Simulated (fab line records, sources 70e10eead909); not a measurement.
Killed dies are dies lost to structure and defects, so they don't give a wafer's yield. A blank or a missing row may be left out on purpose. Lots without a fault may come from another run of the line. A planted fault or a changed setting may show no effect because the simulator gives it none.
Chamber matching | flow nand_harc | NHARC_P_CONTACT_CMP_01 on cmp-04: 4 sister chambers
The step polishes SiO2, target thk 200 nm. 4 wafers are shown with their chamber, then 6 later ones without.

WAFERS WITH THEIR CHAMBER
wafer  | chamber | motor_current_A (A)
L319.1 | 2       | 13.4
L324.2 | 1       | 12.3
L327.1 | 0       | 11.4
L327.6 | 3       | 11.6

WAFERS WITHOUT THEIR CHAMBER
wafer  | motor_current_A (A)
L329.1 | 11.4
L329.2 | 12.3
L329.6 | 12.8
L336.1 | 12.3
L336.3 | 12.5
L336.6 | 13.0

WHICH CHAMBER EACH WENT THROUGH
wafer  | from the rows above     | in truth
L329.1 | can't be placed: 0 or 3 | 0
L329.2 | 1                       | 1
L329.6 | can't be placed: 1 or 2 | 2
L336.1 | 1                       | 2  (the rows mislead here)
L336.3 | 1                       | 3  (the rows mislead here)
L336.6 | can't be placed: 2 or 1 | 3
Placed correctly: 1 of 6. Can't be placed from these rows: 3 (the true chamber is among the candidates in 2). Placed wrongly: 2.
How it was worked out, from the rows above alone: a wafer's distance from a chamber is the root of the sum, over the readings, of the square of ((its reading less the chamber's mean) divided by the reading's scatter). The wafer belongs to the nearest chamber; if the next one is less than 2 further off, it can't be placed. A chamber's mean is the mean of its shown wafers. The scatter: with one shown wafer a chamber, the root of the mean of the squares of how far each hidden wafer lies from its nearest shown one.
